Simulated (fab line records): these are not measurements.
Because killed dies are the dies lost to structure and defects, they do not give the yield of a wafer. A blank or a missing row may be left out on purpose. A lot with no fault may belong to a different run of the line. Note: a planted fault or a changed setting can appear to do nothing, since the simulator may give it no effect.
Which of the tools did it?    flow n5 finfet    66 wafers from 22 lots sampled at 6 of the route's 1938 steps

== WHAT EACH GAUGE READ, for each wafer ==
Not one reading of a measure or inspect step in the record can be checked against a usual standard deviation.

== WHICH TOOL RAN EACH LOT (tool, then ch and the chambers of the sampled wafers, then the start) ==
lot   N5_BEOL_M7_CURE_75             N5_BEOL_M7_ANNEAL_51              N5_BEOL_M8_STRIP_19                 N5_BEOL_M8_ETCH_72                  N5_BEOL_M8_ETCH_65                  N5_BEOL_M9_PECVD_70
L074  uv cure-03 ch 2, day 9 00:00   rtp anneal-02 ch 0, day 9 03:04   rie diel-02 ch 0,1,3, day 9 09:37   rie diel-04 ch 0,2,3, day 9 10:16   rie diel-04 ch 0,2,3, day 9 10:17   pecvd-02 ch 0,1,2, day 9 14:05
L075  uv cure-03 ch 0, day 9 17:25   rtp anneal-02 ch 0, day 9 19:20   rie diel-04 ch 0,2,3, day 9 22:39   rie diel-04 ch 0,1,3, day 10 00:20  rie diel-04 ch 0,1,3, day 10 00:21  pecvd-02 ch 0,1,2, day 10 05:14
L077  uv cure-02 ch 1, day 9 21:09   rtp anneal-01 ch 0, day 9 23:00   rie diel-04 ch 0,1,3, day 10 02:16  rie diel-04 ch 0,1,2, day 10 03:07  rie diel-04 ch 0,1,2, day 10 03:08  pecvd-04 ch 0,1,2, day 10 07:23
L076  uv cure-02 ch 1, day 9 23:23   rtp anneal-01 ch 0, day 10 01:50  rie diel-06 ch 2,3, day 10 04:52    rie diel-04 ch 2,3, day 10 08:35    rie diel-04 ch 2,3, day 10 08:36    pecvd-04 ch 0,1,2, day 10 12:18
L078  uv cure-01 ch 1, day 10 00:36  rtp anneal-02 ch 0, day 10 02:06  rie diel-06 ch 1,2, day 10 05:23    rie diel-02 ch 2,3, day 10 08:45    rie diel-02 ch 2,3, day 10 08:46    pecvd-04 ch 0,2, day 10 12:46
L081  uv cure-03 ch 2, day 10 09:31  rtp anneal-02 ch 0, day 10 11:12  rie diel-06 ch 1,3, day 10 14:00    rie diel-02 ch 0,2, day 10 15:07    rie diel-02 ch 0,2, day 10 15:07    pecvd-02 ch 0,1,2, day 10 20:01
L079  uv cure-01 ch 0, day 10 10:05  rtp anneal-02 ch 0, day 10 12:13  rie diel-04 ch 0,3, day 10 15:02    rie diel-04 ch 1,2,3, day 10 15:38  rie diel-04 ch 1,2,3, day 10 15:40  pecvd-01 ch 1,2, day 10 19:58
L080  uv cure-02 ch 2, day 10 21:13  rtp anneal-01 ch 0, day 10 22:34  rie diel-06 ch 0,1,3, day 11 02:44  rie diel-02 ch 1,2, day 11 04:48    rie diel-02 ch 1,2, day 11 04:49    pecvd-01 ch 0,2, day 11 08:26
L082  uv cure-02 ch 2, day 10 21:59  rtp anneal-02 ch 0, day 10 23:34  rie diel-02 ch 1,3, day 11 02:41    rie diel-06 ch 2,3, day 11 05:13    rie diel-06 ch 2,3, day 11 05:14    pecvd-04 ch 0,1,2, day 11 09:20
L083  uv cure-01 ch 1, day 11 05:45  rtp anneal-01 ch 0, day 11 07:18  rie diel-06 ch 1,2,3, day 11 14:10  rie diel-04 ch 0,1,2, day 11 16:26  rie diel-04 ch 0,1,2, day 11 16:27  pecvd-04 ch 0,1, day 11 21:50
L085  uv cure-02 ch 2, day 12 02:41  rtp anneal-01 ch 0, day 12 05:58  rie diel-02 ch 1,3, day 12 12:59    rie diel-04 ch 0,1,2, day 12 16:34  rie diel-04 ch 0,1,2, day 12 16:34  pecvd-02 ch 0,1, day 12 21:16
L084  uv cure-03 ch 2, day 12 02:54  rtp anneal-02 ch 0, day 12 06:22  rie diel-02 ch 1,3, day 12 12:49    rie diel-04 ch 0,1,2, day 12 16:01  rie diel-04 ch 0,1,2, day 12 16:02  pecvd-01 ch 0,1,2, day 12 19:19
L088  uv cure-01 ch 1, day 12 03:07  rtp anneal-02 ch 0, day 12 06:11  rie diel-02 ch 1,2,3, day 12 12:47  rie diel-02 ch 1,2,3, day 12 16:05  rie diel-02 ch 1,2,3, day 12 16:06  pecvd-04 ch 0,1,2, day 12 19:37
L086  uv cure-03 ch 0, day 12 06:08  rtp anneal-01 ch 0, day 12 09:28  rie diel-02 ch 1,2,3, day 12 13:17  rie diel-06 ch 0,3, day 12 21:44    rie diel-06 ch 0,3, day 12 21:45    pecvd-01 ch 0,1,2, day 13 02:03
L089  uv cure-02 ch 0, day 13 05:37  rtp anneal-01 ch 0, day 13 07:17  rie diel-04 ch 1,2, day 13 10:29    rie diel-04 ch 2,3, day 13 12:10    rie diel-04 ch 2,3, day 13 12:11    pecvd-04 ch 0,1,2, day 13 17:34
L092  uv cure-01 ch 2, day 13 12:30  rtp anneal-01 ch 0, day 13 13:53  rie diel-06 ch 0,1,2, day 13 17:26  rie diel-02 ch 0,1,3, day 13 18:34  rie diel-02 ch 0,1,3, day 13 18:35  pecvd-02 ch 0,1,2, day 13 23:11
L091  uv cure-02 ch 1, day 13 12:38  rtp anneal-02 ch 0, day 13 14:44  rie diel-04 ch 0,1, day 13 17:35    rie diel-06 ch 1,3, day 13 18:37    rie diel-06 ch 1,3, day 13 18:38    pecvd-02 ch 0,1,2, day 13 22:56
L093  uv cure-01 ch 2, day 13 13:09  rtp anneal-02 ch 0, day 13 16:16  rie diel-02 ch 0,1, day 13 20:26    rie diel-02 ch 0,2, day 14 01:20    rie diel-02 ch 0,2, day 14 01:22    pecvd-01 ch 0,1, day 14 06:50
L094  uv cure-03 ch 0, day 14 12:10  rtp anneal-01 ch 0, day 14 13:56  rie diel-04 ch 0,1,3, day 14 17:37  rie diel-06 ch 1,3, day 14 18:57    rie diel-06 ch 1,3, day 14 18:58    pecvd-01 ch 1,2, day 14 23:37
L097  uv cure-02 ch 0, day 14 15:46  rtp anneal-01 ch 0, day 14 19:03  rie diel-06 ch 0,1,3, day 14 21:50  rie diel-04 ch 1,2,3, day 14 22:28  rie diel-04 ch 1,2,3, day 14 22:29  pecvd-02 ch 0,2, day 15 03:46
L096  uv cure-02 ch 0, day 14 16:16  rtp anneal-01 ch 0, day 14 20:12  rie diel-06 ch 0,2, day 14 23:08    rie diel-02 ch 1,2, day 15 01:10    rie diel-02 ch 1,2, day 15 01:11    pecvd-02 ch 0,2, day 15 05:48
L095  uv cure-01 ch 0, day 14 16:53  rtp anneal-02 ch 0, day 14 20:23  rie diel-02 ch 1,2,3, day 14 23:59  rie diel-04 ch 0,1,2, day 15 01:20  rie diel-04 ch 0,1,2, day 15 01:22  pecvd-04 ch 1,2, day 15 05:19
- N5_BEOL_M7_CURE_75: cures SiCOH lowk, time 120 s.
- N5_BEOL_M7_ANNEAL_51: time 90 s.
- N5_BEOL_M8_STRIP_19: strips in O2.
- N5_BEOL_M8_ETCH_72: etches underlayer in N2/H2, target depth 6.5 nm, time 5.2 s.
- N5_BEOL_M8_ETCH_65: etches SiARC in CF4, target depth 15.6 nm, time 26 s.
- N5_BEOL_M9_PECVD_70: deposits SiO2 from TEOS/O2, target thk 20 nm, time 22.7 s.

== WHAT THE TOOLS THEMSELVES READ (means of the sampled wafers that have a number; where no wafer has one, the mark that the record gives instead) ==
N5_BEOL_M7_CURE_75. Usual: lamp power pct 52.31 %, standard deviation 0.05; wafer_temp_C_max 371.7, standard deviation 0.69.
lot   tool        lamp power pct (%)  wafer_temp_C_max  flag
L074  uv cure-03  52.34               371.8             
L075  uv cure-03  52.29               371.6             
L077  uv cure-02  52.29               372.8             
L076  uv cure-02  52.28               372.7             
L078  uv cure-01  52.31               372.8             
L081  uv cure-03  52.31               371.5             
L079  uv cure-01  52.31               371.5             
L080  uv cure-02  52.32               371.1             
L082  uv cure-02  52.31               371.2             
L083  uv cure-01  52.32               372.6             
L085  uv cure-02  52.31               371.1             
L084  uv cure-03  52.27               371.7             
L088  uv cure-01  52.31               372.9             
L086  uv cure-03  52.33               371.9             
L089  uv cure-02  52.28               371.5             
L092  uv cure-01  52.26               371.0             
L091  uv cure-02  52.30               372.4             
L093  uv cure-01  52.34               371.1             
L094  uv cure-03  52.24               371.9             
L097  uv cure-02  52.30               371.4             
L096  uv cure-02  52.32               371.4             
L095  uv cure-01  52.28               371.5             

N5_BEOL_M7_ANNEAL_51. Usual: anneal temp c max 226.0, standard deviation 0.53; wafer_temp_C_max 226.37, standard deviation 0.27.
lot   tool           anneal temp c max  wafer_temp_C_max  flag
L074  rtp anneal-02  225.4              226.43            
L075  rtp anneal-02  225.4              226.45            
L077  rtp anneal-01  226.2              226.25            
L076  rtp anneal-01  226.6              226.71            
L078  rtp anneal-02  225.7              226.48            
L081  rtp anneal-02  225.6              226.22            
L079  rtp anneal-02  225.4              226.07            
L080  rtp anneal-01  226.6              226.43            
L082  rtp anneal-02  225.6              226.59            
L083  rtp anneal-01  226.6              226.32            
L085  rtp anneal-01  226.4              226.41            
L084  rtp anneal-02  225.5              226.28            
L088  rtp anneal-02  225.7              226.67            
L086  rtp anneal-01  226.7              226.25            
L089  rtp anneal-01  226.4              226.55            
L092  rtp anneal-01  226.3              226.57            
L091  rtp anneal-02  225.8              226.05            
L093  rtp anneal-02  225.7              226.19            
L094  rtp anneal-01  226.4              226.29            
L097  rtp anneal-01  226.2              226.43            
L096  rtp anneal-01  226.4              226.22            
L095  rtp anneal-02  225.3              226.36            

N5_BEOL_M8_STRIP_19. Usual: drypump motor current A 5.6 A, standard deviation 0.39; oes product au 0.78 a.u., standard deviation 0.081; rf vpp V 3.6 V, standard deviation 0.66; showerhead plenum p Torr 2.05 Torr, standard deviation 0.066; temp c 40.00 C, standard deviation 0.12; throttle valve pct 16.72 %, standard deviation 0.19.
lot   tool         drypump motor current A (A)  oes product au (a.u.)  rf vpp V (V)  showerhead plenum p Torr (Torr)  temp c (C)  throttle valve pct (%)  flag
L074  rie diel-02  5.6                          0.75                   4.2           2.06                             39.85       16.64                   
L075  rie diel-04  5.9                          0.73                   3.6           2.09                             39.86       16.80                   
L077  rie diel-04  5.6                          0.75                   3.3           2.07                             40.02       16.87                   
L076  rie diel-06  5.5                          0.80                   3.7           2.05                             40.07       16.70                   
L078  rie diel-06  6.0                          0.83                   3.7           2.04                             40.04       16.79                   
L081  rie diel-06  5.7                          0.84                   2.9           2.03                             40.06       16.62                   
L079  rie diel-04  5.7                          0.75                   3.8           2.08                             40.00       16.83                   
L080  rie diel-06  5.8                          0.87                   3.9           2.03                             40.02       16.54                   
L082  rie diel-02  5.3                          0.78                   3.0           2.01                             40.09       16.66                   
L083  rie diel-06  5.7                          0.80                   3.1           2.04                             39.96       16.77                   
L085  rie diel-02  5.5                          0.72                   3.5           1.99                             39.97       16.63                   
L084  rie diel-02  5.5                          0.73                   3.6           1.99                             40.05       16.64                   
L088  rie diel-02  5.2                          0.74                   3.4           2.05                             39.95       16.71                   
L086  rie diel-02  5.2                          0.74                   3.5           2.05                             39.98       16.71                   
L089  rie diel-04  5.4                          0.71                   3.7           2.00                             40.05       16.90                   
L092  rie diel-06  5.8                          0.81                   3.3           2.04                             40.07       16.71                   
L091  rie diel-04  5.4                          0.82                   3.3           2.04                             40.04       16.79                   
L093  rie diel-02  5.7                          0.78                   3.9           2.03                             39.97       16.54                   
L094  rie diel-04  5.6                          0.79                   3.6           2.05                             39.94       16.78                   
L097  rie diel-06  5.8                          0.83                   4.3           2.02                             40.21       16.60                   
L096  rie diel-06  5.6                          0.76                   3.5           2.06                             39.98       16.82                   
L095  rie diel-02  5.2                          0.83                   3.7           2.13                             40.01       16.61                   

N5_BEOL_M8_ETCH_72. Usual: drypump motor current A 5.6 A, standard deviation 0.41; etch rf on time s 5.22 s, standard deviation 0.17; oes product au 0.65 a.u., standard deviation 0.07; rf vpp V 522.9 V, standard deviation 2.4; showerhead plenum p Torr 2.50 Torr, standard deviation 0.083; throttle valve pct 17.9 %, standard deviation 0.33.
lot   tool         drypump motor current A (A)  etch rf on time s (s)  oes product au (a.u.)  rf vpp V (V)  showerhead plenum p Torr (Torr)  throttle valve pct (%)  flag
L074  rie diel-04  5.9                          5.16                   0.62                   522.7         2.51                             17.7                    
L075  rie diel-04  5.6                          5.08                   0.64                   522.3         2.50                             18.0                    
L077  rie diel-04  5.7                          5.25                   0.60                   523.7         2.52                             18.1                    
L076  rie diel-04  5.8                          5.22                   0.61                   522.5         2.46                             17.6                    
L078  rie diel-02  5.1                          5.11                   0.69                   523.3         2.55                             18.0                    
L081  rie diel-02  5.2                          5.33                   0.61                   526.3         2.63                             17.9                    
L079  rie diel-04  5.5                          5.09                   0.63                   522.2         2.45                             17.9                    
L080  rie diel-02  5.1                          5.33                   0.61                   523.7         2.55                             17.8                    
L082  rie diel-06  5.5                          5.44                   0.64                   524.4         2.52                             18.2                    
L083  rie diel-04  5.7                          5.21                   0.60                   524.4         2.52                             18.1                    
L085  rie diel-04  5.7                          5.26                   0.59                   522.5         2.51                             18.1                    
L084  rie diel-04  5.7                          5.29                   0.59                   522.6         2.51                             18.1                    
L088  rie diel-02  5.2                          5.23                   0.63                   523.0         2.50                             17.9                    
L086  rie diel-06  5.6                          5.21                   0.71                   521.3         2.47                             17.8                    
L089  rie diel-04  5.8                          5.23                   0.60                   520.4         2.45                             17.7                    
L092  rie diel-02  5.6                          5.24                   0.69                   522.9         2.49                             17.8                    
L091  rie diel-06  5.7                          5.22                   0.70                   522.5         2.46                             17.9                    
L093  rie diel-02  5.2                          5.33                   0.66                   524.6         2.61                             17.8                    
L094  rie diel-06  5.9                          5.23                   0.69                   520.6         2.46                             18.0                    
L097  rie diel-04  5.5                          5.17                   0.68                   522.9         2.43                             17.8                    
L096  rie diel-02  5.1                          5.30                   0.68                   526.8         2.65                             17.8                    
L095  rie diel-04  5.7                          5.26                   0.73                   522.9         2.51                             17.8                    

N5_BEOL_M8_ETCH_65. Usual: value, then standard deviation, for each; drypump motor current A 5.6 A / 0.41; etch rf on time s 26.0 s / 0.79; mfc ar sccm 99.94 sccm / 0.29; oes product au 0.65 a.u. / 0.072; rf vpp V 183.6 V / 1.2; showerhead plenum p Torr 2.10 Torr / 0.053; throttle valve pct 15.68 % / 0.21.
lot   tool         drypump motor current A (A)  etch rf on time s (s)  mfc ar sccm (sccm)  oes product au (a.u.)  rf vpp V (V)  showerhead plenum p Torr (Torr)  throttle valve pct (%)  flag
L074  rie diel-04  5.9                          25.8                   100.08              0.62                   183.2         2.13                             15.66                   
L075  rie diel-04  5.6                          25.6                   100.17              0.64                   183.2         2.11                             15.77                   
L077  rie diel-04  5.7                          26.1                   100.09              0.61                   183.3         2.12                             15.76                   
L076  rie diel-04  5.8                          26.1                   100.00              0.61                   183.4         2.10                             15.70                   
L078  rie diel-02  5.1                          25.5                   99.97               0.70                   183.6         2.12                             15.64                   
L081  rie diel-02  5.2                          26.5                   99.81               0.61                   185.1         2.19                             15.56                   
L079  rie diel-04  5.5                          25.7                   99.68               0.63                   182.8         2.08                             15.79                   
L080  rie diel-02  5.1                          26.5                   100.25              0.61                   183.9         2.13                             15.53                   
L082  rie diel-06  5.5                          26.9                   100.11              0.65                   183.1         2.11                             15.78                   
L083  rie diel-04  5.8                          26.2                   100.07              0.60                   184.1         2.11                             15.78                   
L085  rie diel-04  5.7                          26.8                   99.83               0.59                   184.3         2.11                             15.80                   
L084  rie diel-04  5.8                          26.2                   100.06              0.60                   183.7         2.11                             15.79                   
L088  rie diel-02  5.2                          25.7                   99.93               0.63                   184.5         2.09                             15.62                   
L086  rie diel-06  5.6                          25.8                   99.65               0.72                   182.2         2.09                             15.52                   
L089  rie diel-04  5.8                          26.0                   99.63               0.60                   183.0         2.09                             15.75                   
L092  rie diel-02  5.6                          25.7                   99.82               0.70                   183.0         2.10                             15.56                   
L091  rie diel-06  5.7                          26.4                   100.21              0.69                   183.4         2.09                             15.69                   
L093  rie diel-02  5.2                          26.2                   99.66               0.67                   184.5         2.18                             15.48                   
L094  rie diel-06  6.0                          26.2                   99.83               0.69                   183.4         2.07                             15.77                   
L097  rie diel-04  5.5                          25.9                   100.01              0.68                   183.8         2.07                             15.70                   
L096  rie diel-02  5.1                          26.7                   100.04              0.67                   184.8         2.20                             15.44                   
L095  rie diel-04  5.7                          25.9                   99.77               0.74                   183.6         2.10                             15.50                   

N5_BEOL_M9_PECVD_70. Usual: heater power w 666 W, standard deviation 77; showerhead plenum p Torr 8.80 Torr, standard deviation 0.085; throttle valve pct 22.2 %, standard deviation 1.6.
lot   tool      heater power w (W)  showerhead plenum p Torr (Torr)  throttle valve pct (%)  flag
L074  pecvd-02  600                 8.81                             22.5                    
L075  pecvd-02  656                 8.81                             22.4                    
L077  pecvd-04  629                 8.79                             21.9                    
L076  pecvd-04  648                 8.79                             21.8                    
L078  pecvd-04  612                 8.77                             21.5                    
L081  pecvd-02  639                 8.80                             22.5                    
L079  pecvd-01  810                 8.78                             22.9                    
L080  pecvd-01  735                 8.74                             20.8                    
L082  pecvd-04  651                 8.78                             22.0                    
L083  pecvd-04  595                 8.80                             21.9                    
L085  pecvd-02  592                 8.89                             23.9                    
L084  pecvd-01  695                 8.80                             22.1                    
L088  pecvd-04  609                 8.78                             21.8                    
L086  pecvd-01  724                 8.80                             22.2                    
L089  pecvd-04  641                 8.78                             21.8                    
L092  pecvd-02  646                 8.81                             22.5                    
L091  pecvd-02  666                 8.80                             22.7                    
L093  pecvd-01  718                 8.87                             23.4                    
L094  pecvd-01  745                 8.78                             22.9                    
L097  pecvd-02  714                 8.74                             21.2                    
L096  pecvd-02  612                 8.76                             21.1                    
L095  pecvd-04  607                 8.82                             22.5                    

== THE ANSWER, worked out from the rows above alone ==
Rule: a lot counts as off when the mean over its wafers that have a number is more than 3 standard deviations away from the usual mean. Also off: a lot with no number at a reading for which 4 or more lots have one. Any other lot the step has rows for is counted as sound. After the gauges, taken in route order, come the tools' own readings; for these a lot's mean is taken, as printed above. At the first step where some lot is off, the reading lying furthest off is the one used; lots without a number count as furthest.
Across all readings shown, no lot is off: no conclusion can be drawn from this.

== WHAT WAS PUT IN BY THE SIMULATOR ==
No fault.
